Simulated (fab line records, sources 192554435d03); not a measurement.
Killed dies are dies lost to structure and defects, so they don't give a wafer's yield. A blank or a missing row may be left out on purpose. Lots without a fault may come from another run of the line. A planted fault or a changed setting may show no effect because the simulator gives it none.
fab line records | flow n5_finfet
record lots=24 wafers=72 last_day=18
route steps=1938 shown BEOL_M7@1329 BEOL_M8@1378 BEOL_M9@1422
lots that met no fault: from a run of the same line without faults
start_h: hours from the record's first day to the start of the lot's first wafer shown | wait_h: hours since the lot's step before | " the same as in the row above | L1.1+2: a row that stands for several wafers | - no value, or no start given | * or withheld: withheld | < > ~ a bound
route shown NAME@n: a module of which the file shows steps, and the number in the route of the first | usual: mean/standard deviation of fault-free wafers | same: alike in all rows | chamber/n: place in a boat | sites: the reading at each site | _std_site: their standard deviation | _edge_site: outer sites' mean less inner sites' | radius_mm: how far each site lies from the wafer's centre | mask NAME#n: copy n | behind: the tool/chamber that last shaped the wafer | hold: why the lot was held/for how many hours/how that ended | device: the transistor (n, p or np) that didn't switch | end of line: the same wafers' tests at the end of the route | a step without rows: its recipe alone | killed: dies lost to structure and defects at the first sort, not the wafer's yield | map: a wafer's dies, x killed, . not, _ none there
set.NAME: the setting as run; set.NAME@STEP: as run at that earlier step | model.NAME: the simulator's own value behind a step, which no gauge read
steps of the route over a sample of lots; a table a step, a row a wafer
services: from which hour (start_h, from the record's first day; less than 0 if before it) a tool's chamber was out of use, for how many hours, and why
## steps
# step N5_BEOL_M7_DEP_56
# recipe material=SiCN target_thk_a=100 temp_c=withheld precursor=3MS/NH3 pressure_torr=3 rf_w=202 time_s=17.5
# usual chamber_pressure_Torr=3.001/0.0068 showerhead_plenum_p_Torr=3.666/0.014 throttle_valve_pct=9.3/0.92
# columns lot.wafer tool chamber start_h wait_h chamber_pressure_Torr showerhead_plenum_p_Torr throttle_valve_pct
L074.2 pecvd-02 0 204.12 0.0 2.989 3.653 10.1
L074.3 " 2 " " 2.996 3.681 9.1
L074.5 " 0 " " 2.995 3.656 10.0
L075.1 pecvd-02 2 206.29 0.0 2.998 3.675 9.4
L075.5 " 1 " " 3.007 3.675 8.8
L075.6 " 2 " " 3.006 3.673 9.0
L076.1 pecvd-01 0 209.55 0.0 3.014 3.691 9.5
L076.3 " 0 " " 3.005 3.692 9.4
L076.5 " 0 " " 3.002 3.689 9.5
L077.2 pecvd-02 2 213.62 0.0 2.993 3.668 9.4
L077.5 " 2 " " 2.989 3.680 9.0
L077.6 " 0 " " 2.995 3.649 10.1
L078.3 pecvd-02 0 224.52 0.0 2.999 3.650 9.8
L078.5 " 0 " " 3.005 3.642 10.0
L078.6 " 2 " " 3.001 3.673 9.3
L079.2 pecvd-01 0 234.62 0.0 3.002 3.689 9.8
L079.5 " 2 " " 3.008 3.675 7.8
L079.6 " 1 " " 3.007 3.661 8.7
L080.2 pecvd-04 2 249.87 0.0 3.002 3.643 8.5
L080.3 " 1 " " 2.997 3.665 9.2
L080.6 " 2 " " 2.997 3.639 8.4
L081.1 pecvd-01 1 250.41 0.0 3.005 3.654 8.7
L081.4 " 2 " " 2.998 3.667 7.7
L081.6 " 1 " " 3.000 3.648 8.5
L082.1 pecvd-01 2 255.13 0.0 3.001 3.672 7.8
L082.2 " 0 " " 3.008 3.682 9.5
L082.5 " 1 " " 3.011 3.655 8.6
L083.2 pecvd-02 2 258.17 0.0 3.011 3.682 9.2
L083.5 " 2 " " 2.996 3.677 9.2
L083.6 " 1 " " 3.003 3.686 9.0
L084.1 pecvd-01 2 269.67 0.0 2.994 3.672 7.7
L084.5 " 0 " " 3.011 3.693 9.7
L084.6 " 1 " " 3.000 3.650 8.7
L085.2 pecvd-04 2 271.13 0.0 2.997 3.643 8.5
L085.3 " 1 " " 3.002 3.664 9.0
L085.5 " 2 " " 2.998 3.641 8.4
L086.1 pecvd-04 2 279.44 0.0 3.003 3.644 8.7
L086.5 " 0 " " 3.007 3.661 11.3
L086.6 " 2 " " 3.003 3.648 8.3
L087.2 pecvd-04 1 287.88 0.0 3.001 3.658 9.2
L087.3 " 2 " " 2.988 3.648 8.5
L087.5 " 0 " " 3.003 3.658 11.3
L089.1 pecvd-02 2 299.65 0.0 3.000 3.683 9.5
L089.2 " 1 " " 2.994 3.678 9.0
L089.5 " 1 " " 2.994 3.672 9.0
L091.1 pecvd-02 1 301.73 0.0 3.009 3.686 9.3
L091.2 " 0 " " 3.011 3.650 9.7
L091.5 " 0 " " 3.011 3.667 9.9
L090.1 pecvd-02 0 302.87 0.0 3.006 3.655 9.9
L090.3 " 1 " " 3.009 3.687 9.1
L090.4 " 1 " " 2.999 3.678 9.0
L088.1 pecvd-04 2 310.67 0.0 3.004 3.645 8.6
L088.3 " 0 " " 3.009 3.650 11.5
L088.5 " 0 " " 3.008 3.655 11.4
L092.1 pecvd-04 2 315.80 0.0 2.990 3.638 8.4
L092.2 " 1 " " 2.993 3.666 9.4
L092.3 " 0 " " 2.999 3.669 11.2
L095.2 pecvd-02 0 321.02 0.0 2.988 3.639 9.9
L095.3 " 1 " " 2.994 3.684 8.9
L095.4 " 0 " " 2.985 3.656 9.7
L094.2 pecvd-04 1 332.58 0.0 2.992 3.678 9.4
L094.4 " 0 " " 3.008 3.664 11.1
L094.5 " 1 " " 2.996 3.661 9.2
L093.1 pecvd-01 2 348.29 0.0 2.994 3.654 8.0
L093.4 " 0 " " 2.999 3.682 9.6
L093.5 " 1 " " 3.009 3.656 8.9
L096.2 pecvd-04 2 353.02 0.0 2.992 3.645 8.1
L096.3 " 1 " " 3.012 3.657 8.9
L096.6 " 1 " " 2.998 3.653 9.2
L097.1 pecvd-01 1 371.90 0.0 3.000 3.656 8.7
L097.5 " 1 " " 2.995 3.655 8.5
L097.6 " 2 " " 3.003 3.673 7.9
# step N5_BEOL_M7_INSPECT_58
# recipe inspect_instrument=darkfield mode=post_dep
# usual raw_defect_count=69/21
# columns lot.wafer tool chamber start_h wait_h raw_defect_count
L074.2 defect_inspect-01 - 204.22 0.0 66
L074.3 " - " " 104
L074.5 " - " " 69
L075.1 defect_inspect-02 - 206.39 0.0 47
L075.5 " - " " 83
L075.6 " - " " 75
L076.1 defect_inspect-01 - 209.67 0.0 81
L076.3 " - " " 80
L076.5 " - " " 71
L077.2 defect_inspect-02 - 213.71 0.0 96
L077.5 " - " " 62
L077.6 " - " " 58
L078.3 defect_inspect-01 - 224.61 0.0 77
L078.5 " - " " 56
L078.6 " - " " 60
L079.2 defect_inspect-01 - 234.71 0.0 74
L079.5 " - " " 54
L079.6 " - " " 40
L080.2 defect_inspect-01 - 249.97 0.0 76
L080.3 " - " " 88
L080.6 " - " " 125
L081.1 defect_inspect-01 - 250.51 0.0 37
L081.4 " - " " 63
L081.6 " - " " 31
L082.1 defect_inspect-02 - 255.23 0.0 58
L082.2 " - " " 41
L082.5 " - " " 75
L083.2 defect_inspect-02 - 258.26 0.0 115
L083.5 " - " " 102
L083.6 " - " " 102
L084.1 defect_inspect-02 - 269.76 0.0 61
L084.5 " - " " 101
L084.6 " - " " 68
L085.2 defect_inspect-02 - 271.22 0.0 62
L085.3 " - " " 27
L085.5 " - " " 30
L086.1 defect_inspect-02 - 279.54 0.0 114
L086.5 " - " " 65
L086.6 " - " " 52
L087.2 defect_inspect-01 - 287.97 0.0 36
L087.3 " - " " 69
L087.5 " - " " 62
L089.1 defect_inspect-01 - 299.75 0.0 56
L089.2 " - " " 47
L089.5 " - " " 51
L091.1 defect_inspect-01 - 301.82 0.0 94
L091.2 " - " " 83
L091.5 " - " " 91
L090.1 defect_inspect-02 - 302.96 0.0 82
L090.3 " - " " 51
L090.4 " - " " 55
L088.1 defect_inspect-02 - 310.76 0.0 54
L088.3 " - " " 56
L088.5 " - " " 41
L092.1 defect_inspect-01 - 315.90 0.0 49
L092.2 " - " " 43
L092.3 " - " " 75
L095.2 defect_inspect-02 - 321.12 0.0 54
L095.3 " - " " 54
L095.4 " - " " 84
L094.2 defect_inspect-02 - 332.68 0.0 63
L094.4 " - " " 52
L094.5 " - " " 62
L093.1 defect_inspect-01 - 348.38 0.0 83
L093.4 " - " " 46
L093.5 " - " " 77
L096.2 defect_inspect-02 - 353.11 0.0 53
L096.3 " - " " 51
L096.6 " - " " 51
L097.1 defect_inspect-02 - 371.99 0.0 65
L097.5 " - " " 74
L097.6 " - " " 52
# step N5_BEOL_M8_ETCH_41
# recipe chemistry=CH3F/O2 target=SiCN target_depth_a=319 taper_deg=2 time_s=57.8 ion_energy_ev=120 mask_material=TiN pressure_mtorr=30 source_w=395 bias_w=75 Ar_flow_sccm=150 CH3F_flow_sccm=30 O2_flow_sccm=20
# usual drypump_motor_current_A=5.7/0.53 oes_product_au=0.84/0.088 rf_vpp_V=297.6/1.9 showerhead_plenum_p_Torr=2.01/0.089 throttle_valve_pct=16.21/0.22
# columns lot.wafer tool chamber start_h wait_h drypump_motor_current_A oes_product_au rf_hours_counter_h rf_vpp_V showerhead_plenum_p_Torr throttle_valve_pct
L074.2 rie_diel-01 3 - - 6.1 0.91 26 296.7 1.97 16.34
L074.3 " 2 " " 5.1 0.95 10 296.7 1.96 15.77
L074.5 " 1 " " 6.8 0.93 - 297.1 1.96 16.29
L075.1 rie_diel-01 2 - - 5.1 0.96 10 295.9 1.96 15.78
L075.5 " 0 " " 6.0 0.75 - 298.8 2.01 16.37
L075.6 " 1 " " 6.7 0.93 - 297.7 1.96 16.28
L076.1 rie_diel-02 2 - - 5.4 0.93 19 300.4 2.13 16.17
L076.3 " 3 " " 6.6 0.67 221 295.1 1.89 16.14
L076.5 " 1 " " 5.4 0.66 - 295.8 1.90 16.49
L077.2 rie_diel-01 3 - - 6.1 0.88 28 296.9 1.97 16.32
L077.5 " 3 " " 6.0 0.88 - 296.1 1.97 16.33
L077.6 " 0 " " 6.0 0.76 - 298.9 2.02 16.38
L078.3 rie_diel-06 2 - - 5.5 0.83 73 298.4 2.01 16.48
L078.5 " 0 " " 5.5 0.92 - 301.1 2.12 16.10
L078.6 " 1 " " 4.9 0.78 - 297.5 2.01 16.17
L079.2 rie_diel-02 2 - - 5.4 0.90 31 298.4 2.13 16.19
L079.5 " 2 " " 5.4 0.89 - 299.8 2.13 16.21
L079.6 " 0 " " 5.6 0.70 - 295.6 1.89 16.40
L081.1 rie_diel-01 2 - - 5.2 0.93 25 295.8 1.95 15.82
L081.4 " 0 " " 6.0 0.75 146 296.4 2.01 16.39
L081.6 " 2 " " 5.1 0.92 - 296.6 1.95 15.82
L080.2 rie_diel-01 1 - - 6.7 0.90 32 296.4 1.95 16.33
L080.3 " 0 " " 6.0 0.75 146 296.0 2.01 16.39
L080.6 " 1 " " 6.7 0.91 - 296.5 1.95 16.31
L082.1 rie_diel-06 2 - - 5.5 0.82 84 296.9 2.01 16.51
L082.2 " 0 " " 5.5 0.89 32 298.8 2.12 16.12
L082.5 " 1 " " 4.9 0.77 - 297.3 2.01 16.17
L083.2 rie_diel-02 2 - - 5.4 0.90 40 300.6 2.12 16.22
L083.5 " 2 " " 5.4 0.89 - 299.6 2.12 16.21
L083.6 " 1 " " 5.4 0.95 - 300.0 2.14 16.07
L085.2 rie_diel-02 0 - - 5.6 0.70 220 296.0 1.88 16.43
L085.3 " 2 " " 5.4 0.89 43 299.3 2.12 16.22
L085.5 " 2 " " 5.4 0.88 - 300.5 2.12 16.21
L084.1 rie_diel-02 1 - - 5.4 0.93 9 299.0 2.14 16.09
L084.5 " 1 " " 5.4 0.93 - 299.7 2.14 16.06
L084.6 " 2 " " 5.4 0.89 - 299.8 2.12 16.22
L086.1 rie_diel-06 0 - - 5.6 0.88 40 300.9 2.12 16.13
L086.5 " 3 " " 5.3 0.85 - 296.2 1.95 15.94
L086.6 " 2 " " 5.5 0.81 - 298.6 2.00 16.52
L087.2 rie_diel-01 2 - - 5.1 0.88 40 296.4 1.95 15.83
L087.3 " 1 " " 6.7 0.87 46 296.5 1.95 16.35
L087.5 " 1 " " 6.7 0.87 - 295.4 1.95 16.37
L089.1 rie_diel-01 0 - - 6.0 0.74 163 297.8 2.01 16.41
L089.2 " 2 " " 5.2 0.89 45 295.2 1.95 15.84
L089.5 " 3 " " 6.1 0.85 - 296.7 1.96 16.41
L091.1 rie_diel-02 0 - - 5.5 0.69 235 295.1 1.88 16.46
L091.2 " 2 " " 5.4 0.87 57 299.2 2.12 16.25
L091.5 " 0 " " 5.6 0.69 - 294.3 1.88 16.45
L090.1 rie_diel-01 2 - - 5.2 0.89 46 295.8 1.95 15.85
L090.3 " 0 " " 6.0 0.74 165 298.3 2.00 16.41
L090.4 " 3 " " 6.1 0.85 59 296.4 1.96 16.41
L088.1 rie_diel-02 1 - - 5.4 0.91 23 299.8 2.14 16.11
L088.3 " 0 " " 5.6 0.69 239 294.9 1.88 16.44
L088.5 " 2 " " 5.4 0.86 - 299.6 2.12 16.25
L092.1 rie_diel-01 3 - - 6.0 0.84 64 296.9 1.96 16.42
L092.2 " 2 " " 5.1 0.87 51 297.5 1.95 15.86
L092.3 " 0 " " 6.0 0.72 170 298.1 2.00 16.43
L095.2 rie_diel-02 2 - - 5.4 0.85 65 298.3 2.12 16.26
L095.3 " 1 " " 5.3 0.89 26 299.5 2.14 16.09
L095.4 " 0 " " 5.6 0.68 241 296.3 1.88 16.46
L094.2 rie_diel-02 3 - - 6.5 0.96 7 301.5 2.13 15.73
L094.4 " 2 " " 5.4 0.85 70 300.3 2.11 16.28
L094.5 " 1 " " 5.3 0.88 - 299.7 2.14 16.13
L093.1 rie_diel-06 0 - - 5.5 0.86 61 298.6 2.11 16.17
L093.4 " 1 " " 4.9 0.74 179 296.8 2.00 16.23
L093.5 " 2 " " 5.5 0.79 - 298.2 2.00 16.57
L096.2 rie_diel-02 3 - - 6.5 0.95 13 299.0 2.12 15.73
L096.3 " 2 " " 5.4 0.85 76 300.1 2.11 16.29
L096.6 " 1 " " 5.3 0.88 - 301.4 2.13 16.15
L097.1 rie_diel-02 2 - - 5.4 0.83 84 299.2 2.11 16.30
L097.5 " 1 " " 5.3 0.86 - 300.1 2.13 16.14
L097.6 " 2 " " 5.4 0.82 - 300.2 2.11 16.30
# step N5_BEOL_M8_SURFACE_TREAT_79
# recipe gas=Ar time_s=* ion_energy_ev=* ion_current_ma_cm2=0.5 pressure_mtorr=* ar_flow_sccm=30
# usual throttle_valve_pct=*
# columns lot.wafer tool chamber start_h wait_h throttle_valve_pct
L074.2 pvd_sputter-01 - 210.16 0.2 *
L074.3 " - " " *
L074.5 " - " " *
L075.1 pvd_sputter-01 - 213.61 0.2 *
L075.5 " - " " *
L075.6 " - " " *
L076.1 pvd_sputter-02 - 213.94 0.4 *
L076.3 " - " " *
L076.5 " - " " *
L077.2 pvd_sputter-02 - 220.02 0.2 *
L077.5 " - " " *
L077.6 " - " " *
L078.3 pvd_sputter-02 - 233.63 0.2 *
L078.5 " - " " *
L078.6 " - " " *
L079.2 pvd_sputter-01 - 243.28 0.2 *
L079.5 " - " " *
L079.6 " - " " *
L081.1 pvd_sputter-02 - 255.73 0.2 *
L081.4 " - " " *
L081.6 " - " " *
L080.2 pvd_sputter-02 - 257.11 0.6 *
L080.3 " - " " *
L080.6 " - " " *
L082.1 pvd_sputter-02 - 262.51 0.2 *
L082.2 " - " " *
L082.5 " - " " *
L083.2 pvd_sputter-03 - 267.98 0.6 *
L083.5 " - " " *
L083.6 " - " " *
L085.2 pvd_sputter-01 - 276.77 0.2 *
L085.3 " - " " *
L085.5 " - " " *
L084.1 pvd_sputter-02 - 277.63 0.5 *
L084.5 " - " " *
L084.6 " - " " *
L086.1 pvd_sputter-03 - 287.30 0.3 *
L086.5 " - " " *
L086.6 " - " " *
L087.2 pvd_sputter-01 - 295.36 0.4 *
L087.3 " - " " *
L087.5 " - " " *
L089.1 pvd_sputter-03 - 306.85 0.9 *
L089.2 " - " " *
L089.5 " - " " *
L091.1 pvd_sputter-03 - 309.71 1.4 *
L091.2 " - " " *
L091.5 " - " " *
L090.1 pvd_sputter-03 - 309.75 1.3 *
L090.3 " - " " *
L090.4 " - " " *
L088.1 pvd_sputter-02 - 318.63 0.2 *
L088.3 " - " " *
L088.5 " - " " *
L092.1 pvd_sputter-01 - 322.35 0.2 *
L092.2 " - " " *
L092.3 " - " " *
L095.2 pvd_sputter-03 - 326.41 0.3 *
L095.3 " - " " *
L095.4 " - " " *
L094.2 pvd_sputter-01 - 342.25 0.2 *
L094.4 " - " " *
L094.5 " - " " *
L093.1 pvd_sputter-03 - 353.84 0.2 *
L093.4 " - " " *
L093.5 " - " " *
L096.2 pvd_sputter-01 - 359.64 0.2 *
L096.3 " - " " *
L096.6 " - " " *
L097.1 pvd_sputter-02 - 379.16 0.2 *
L097.5 " - " " *
L097.6 " - " " *
# step N5_BEOL_M9_HM_OPEN_17
# recipe chemistry=Cl2/BCl3 target_depth_a=200 overetch_a=60 target=TiN mask_material=SOC ion_energy_ev=150 pressure_mtorr=10 icp_w=1000 bias_w=126 Cl2_flow_sccm=53.25 bcl3_flow_sccm=21.75 Ar_flow_sccm=25
# usual drypump_motor_current_A=5.8/0.38 he_backside_leak_sccm=3.4/0.4 oes_product_au=0.66/0.087 throttle_valve_pct=22.15/0.17
# columns lot.wafer tool chamber start_h wait_h drypump_motor_current_A he_backside_leak_sccm oes_product_au rf_hours_counter_h throttle_valve_pct
L074.2 rie_metal-01 1 214.42 0.2 6.3 3.7 0.56 - 22.06
L074.3 " 1 " " 6.3 3.8 0.55 - 22.06
L074.5 " 1 " " 6.3 3.6 0.56 - 22.07
L075.1 rie_metal-01 1 217.53 0.0 6.3 3.6 0.56 102 22.07
L075.5 " 1 " " 6.3 3.4 0.56 - 22.06
L075.6 " 1 " " 6.3 3.4 0.56 - 22.05
L076.1 rie_metal-03 0 217.94 0.0 6.2 2.9 0.66 42 22.27
L076.3 " 0 " " 6.2 3.0 0.65 - 22.28
L076.5 " 1 " " 5.7 3.3 0.79 - 22.25
L077.2 rie_metal-02 0 224.35 0.0 5.8 3.4 0.58 84 22.00
L077.5 " 0 " " 5.8 3.5 0.58 - 22.01
L077.6 " 1 " " 5.2 3.3 0.70 - 22.37
L078.3 rie_metal-03 0 240.00 0.1 6.2 3.3 0.66 - 22.29
L078.5 " 0 " " 6.2 3.2 0.65 - 22.29
L078.6 " 1 " " 5.7 3.4 0.78 - 22.24
L079.2 rie_metal-01 1 248.02 0.0 6.3 3.5 0.55 105 22.06
L079.5 " 1 " " 6.3 3.6 0.56 - 22.07
L079.6 " 0 " " 5.3 3.2 0.82 - 21.86
L081.1 rie_metal-01 1 258.68 0.0 6.3 3.7 0.55 106 22.07
L081.4 " 1 " " 6.3 3.8 0.55 - 22.05
L081.6 " 1 " " 6.3 3.7 0.55 - 22.06
L080.2 rie_metal-02 0 261.77 0.0 5.8 6.5 0.58 87 21.99
L080.3 " 1 " " 5.3 3.0 0.70 - 22.37
L080.6 " 1 " " 5.3 2.9 0.70 - 22.38
L082.1 rie_metal-01 0 267.15 0.0 5.3 3.4 0.80 3 21.86
L082.2 " 1 " " 6.3 3.6 0.56 107 22.07
L082.5 " 1 " " 6.3 3.6 0.56 - 22.08
L083.2 rie_metal-02 0 272.95 0.0 5.8 3.3 0.58 87 21.97
L083.5 " 1 " " 5.2 3.2 0.69 - 22.39
L083.6 " 0 " " 5.8 3.5 0.57 - 21.97
L085.2 rie_metal-03 1 282.08 0.1 5.8 3.1 0.76 - 22.24
L085.3 " 1 " " 5.7 3.6 0.76 - 22.29
L085.5 " 1 " " 5.8 3.3 0.76 - 22.27
L084.1 rie_metal-02 1 282.78 0.0 5.2 3.2 0.69 25 22.37
L084.5 " 0 " " 5.8 3.5 0.58 - 21.98
L084.6 " 1 " " 5.3 3.0 0.69 - 22.38
L086.1 rie_metal-02 0 294.94 0.0 5.8 3.4 0.58 90 22.01
L086.5 " 0 " " 5.8 3.5 0.57 - 21.99
L086.6 " 0 " " 5.8 3.3 0.57 - 22.00
L087.2 rie_metal-01 1 298.86 0.0 6.3 3.7 0.55 110 22.07
L087.3 " 0 " " 5.3 3.4 0.78 - 21.87
L087.5 " 0 " " 5.3 3.4 0.78 - 21.87
L089.1 rie_metal-01 0 311.17 0.0 5.3 3.2 0.77 7 21.89
L089.2 " 1 " " 6.3 3.6 0.55 111 22.05
L089.5 " 0 " " 5.3 3.2 0.77 - 21.87
L091.1 rie_metal-03 0 314.15 0.0 6.2 3.3 0.63 48 22.31
L091.2 " 1 " " 5.7 3.0 0.74 18 22.29
L091.5 " 1 " " 5.7 3.2 0.74 - 22.29
L090.1 rie_metal-01 0 314.31 0.0 5.3 3.3 0.76 8 21.88
L090.3 " 1 " " 6.3 3.5 0.55 - 22.08
L090.4 " 0 " " 5.3 3.3 0.76 - 21.91
L088.1 rie_metal-02 0 322.79 0.0 5.8 3.4 0.58 91 22.00
L088.3 " 0 " " 5.8 3.0 0.58 - 22.00
L088.5 " 1 " " 5.2 3.3 0.69 - 22.39
L092.1 rie_metal-03 0 326.41 0.0 6.2 3.0 0.63 49 22.29
L092.2 " 1 " " 5.7 3.2 0.73 19 22.27
L092.3 " 1 " " 5.7 3.2 0.74 - 22.27
L095.2 rie_metal-03 0 331.07 0.0 6.2 3.1 0.63 50 22.28
L095.3 " 1 " " 5.7 3.3 0.74 - 22.26
L095.4 " 0 " " 6.2 3.2 0.64 - 22.30
L094.2 rie_metal-03 0 347.46 0.0 6.1 3.3 0.63 51 22.30
L094.4 " 0 " " 6.2 3.1 0.63 - 22.32
L094.5 " 1 " " 5.7 3.2 0.73 - 22.30
L093.1 rie_metal-03 0 359.53 0.0 6.2 3.0 0.63 52 22.29
L093.4 " 0 " " 6.2 2.7 0.63 - 22.30
L093.5 " 0 " " 6.2 3.3 0.63 - 22.30
L096.2 rie_metal-02 1 363.35 0.0 5.2 2.9 0.67 29 22.40
L096.3 " 0 " " 5.8 3.1 0.57 - 22.02
L096.6 " 0 " " 5.8 3.4 0.57 - 22.03
L097.1 rie_metal-03 0 383.70 0.0 6.2 3.1 0.63 55 22.32
L097.5 " 1 " " 5.7 3.5 0.72 - 22.29
L097.6 " 0 " " 6.2 2.9 0.62 - 22.31
# step N5_BEOL_M9_ETCH_41
# recipe chemistry=CH3F/O2 target=SiCN target_depth_a=366 taper_deg=2 time_s=70.1 ion_energy_ev=120 mask_material=TiN pressure_mtorr=30 source_w=395 bias_w=75 Ar_flow_sccm=150 CH3F_flow_sccm=30 O2_flow_sccm=20
# usual drypump_motor_current_A=5.6/0.46 oes_product_au=0.76/0.092 rf_vpp_V=297.5/1.3 showerhead_plenum_p_Torr=2.00/0.054 throttle_valve_pct=16.38/0.22
# columns lot.wafer tool chamber start_h wait_h drypump_motor_current_A oes_product_au rf_hours_counter_h rf_vpp_V showerhead_plenum_p_Torr throttle_valve_pct
L074.2 rie_diel-04 3 - - 5.0 0.67 246 298.6 1.97 16.57
L074.3 " 0 " " 6.2 0.73 196 296.7 1.99 16.41
L074.5 " 3 " " 5.0 0.68 - 296.2 1.97 16.57
L075.1 rie_diel-05 1 - - 5.6 0.69 201 297.0 1.97 16.43
L075.5 " 2 " " 5.2 0.72 - 295.8 1.99 16.29
L075.6 " 3 " " 5.8 0.74 - 298.2 1.98 16.38
L076.1 rie_diel-03 0 - - 5.5 0.84 69 296.2 1.94 16.28
L076.3 " 1 " " 5.1 0.76 165 297.8 1.99 16.39
L076.5 " 1 " " 5.1 0.75 - 298.3 1.99 16.37
L077.2 rie_diel-05 2 - - 5.2 0.72 190 298.3 1.99 16.30
L077.5 " 3 " " 5.8 0.73 - 297.2 1.98 16.38
L077.6 " 0 " " 5.8 0.72 - 299.1 2.06 16.48
L078.3 rie_diel-04 0 - - 6.2 0.74 204 298.2 1.99 16.43
L078.5 " 1 " " 5.6 0.76 - 297.2 2.00 16.61
L078.6 " 2 " " 6.5 0.68 - 295.0 1.90 16.41
L079.2 rie_diel-05 2 - - 5.2 0.71 196 298.1 1.99 16.31
L079.5 " 0 " " 5.8 0.71 - 296.9 2.06 16.50
L079.6 " 3 " " 5.8 0.73 - 298.3 1.98 16.41
L081.1 rie_diel-04 3 - - 5.0 0.98 2 296.9 1.97 16.13
L081.4 " 1 " " 5.5 0.76 - 295.5 2.00 16.63
L081.6 " 0 " " 6.1 0.72 - 298.3 1.99 16.44
L080.2 rie_diel-03 0 - - 5.5 0.84 82 296.1 1.94 16.29
L080.3 " 2 " " 5.1 0.93 17 300.0 2.05 15.97
L080.6 " 0 " " 5.5 0.83 - 295.9 1.94 16.29
L082.1 rie_diel-03 2 - - 5.1 0.93 18 299.2 2.05 15.96
L082.2 " 0 " " 5.5 0.83 83 296.2 1.94 16.29
L082.5 " 1 " " 5.1 0.74 - 298.0 1.99 16.40
L083.2 rie_diel-04 0 - - 6.1 0.72 217 296.0 1.99 16.46
L083.5 " 3 " " 5.0 0.94 - 295.7 1.97 16.15
L083.6 " 0 " " 6.1 0.71 - 296.9 1.99 16.44
L085.2 rie_diel-04 0 - - 6.2 0.72 220 298.4 1.98 16.46
L085.3 " 2 " " 6.5 0.96 4 300.8 2.15 15.92
L085.5 " 0 " " 6.1 0.72 - 296.7 1.98 16.45
L084.1 rie_diel-04 0 - - 6.1 0.72 221 296.6 1.98 16.44
L084.5 " 1 " " 5.5 0.75 - 298.1 2.00 16.64
L084.6 " 0 " " 6.2 0.71 - 297.2 1.98 16.45
L086.1 rie_diel-05 1 - - 5.6 0.67 218 296.9 1.97 16.46
L086.5 " 0 " " 5.8 0.70 - 298.4 2.05 16.52
L086.6 " 1 " " 5.5 0.67 - 296.5 1.97 16.45
L087.2 rie_diel-05 2 - - 5.3 0.69 214 297.8 1.98 16.36
L087.3 " 0 " " 5.8 0.69 226 298.8 2.05 16.52
L087.5 " 1 " " 5.5 0.67 - 296.4 1.97 16.47
L089.1 rie_diel-05 1 - - 5.6 0.67 223 296.0 1.97 16.46
L089.2 " 3 " " 5.9 0.71 204 297.1 1.97 16.43
L089.5 " 3 " " 5.8 0.71 - 296.8 1.97 16.43
L091.1 rie_diel-03 0 - - 5.5 0.81 97 296.2 1.94 16.30
L091.2 " 2 " " 5.1 0.89 32 298.8 2.04 15.98
L091.5 " 0 " " 5.5 0.80 - 295.6 1.94 16.32
L090.1 rie_diel-04 2 - - 6.5 0.93 16 298.5 2.14 15.94
L090.3 " 0 " " 6.2 0.70 233 297.5 1.98 16.48
L090.4 " 3 " " 5.0 0.94 12 297.3 1.97 16.16
L088.1 rie_diel-05 1 - - 5.5 0.68 226 296.5 1.97 16.47
L088.3 " 3 " " 5.9 0.72 207 297.1 1.97 16.45
L088.5 " 1 " " 5.5 0.67 - 296.5 1.97 16.46
L092.1 rie_diel-04 2 - - 6.5 0.91 21 300.5 2.14 15.94
L092.2 " 3 " " 5.0 0.92 16 296.3 1.97 16.17
L092.3 " 2 " " 6.5 0.90 - 298.3 2.14 15.95
L095.2 rie_diel-04 1 - - 5.5 0.73 161 299.0 1.99 16.68
L095.3 " 0 " " 6.2 0.71 238 296.5 1.98 16.47
L095.4 " 2 " " 6.5 0.90 24 299.3 2.14 15.95
L094.2 rie_diel-05 0 - - 5.8 0.69 240 300.1 2.05 16.55
L094.4 " 2 " " 5.3 0.69 229 296.7 1.98 16.38
L094.5 " 3 " " 5.8 0.71 - 296.9 1.97 16.46
L093.1 rie_diel-05 0 - - 5.8 0.69 243 296.8 2.05 16.57
L093.4 " 3 " " 5.8 0.70 217 297.3 1.96 16.46
L093.5 " 2 " " 5.3 0.68 - 298.4 1.98 16.38
L096.2 rie_diel-03 1 - - 5.1 0.72 207 296.5 1.98 16.46
L096.3 " 0 " " 5.4 0.79 112 296.4 1.93 16.34
L096.6 " 3 " " 5.6 0.72 - 298.3 2.06 16.76
L097.1 rie_diel-04 2 - - 6.5 0.88 40 301.6 2.13 15.98
L097.5 " 2 " " 6.5 0.87 - 300.3 2.13 15.99
L097.6 " 1 " " 5.5 0.72 - 296.8 1.99 16.73
## services
# columns tool chamber start_h hours kind
pecvd-04 0 185.10 15.7 repair
pecvd-02 - 193.63 1.1 repair
rie_diel-03 1 194.09 2.4 repair
rie_metal-03 0 196.03 8.7 repair
pvd_sputter-02 - 207.32 1.6 repair
rie_diel-02 1 209.60 1.2 repair
pecvd-02 2 227.03 2.5 repair
pecvd-04 - 229.60 7.4 repair
rie_diel-01 0 231.78 6.0 repair
rie_metal-03 0 260.76 36.1 repair
rie_diel-02 0 262.90 4.5 repair
pecvd-01 0 272.18 70.1 repair
rie_diel-04 3 285.00 27.2 repair
rie_metal-02 1 294.58 2.0 repair
rie_metal-02 - 299.12 14.6 pm
pecvd-04 - 319.34 11.9 repair
rie_diel-04 0 322.48 6.7 repair
rie_metal-02 1 325.37 6.3 repair
pecvd-02 - 326.81 1.8 repair
rie_diel-04 - 351.21 1.5 repair
rie_metal-01 - 365.07 14.6 pm
rie_diel-05 1 366.16 8.4 repair
rie_diel-05 - 374.16 14.6 pm
rie_diel-04 3 378.16 8.3 repair
## key
fault none
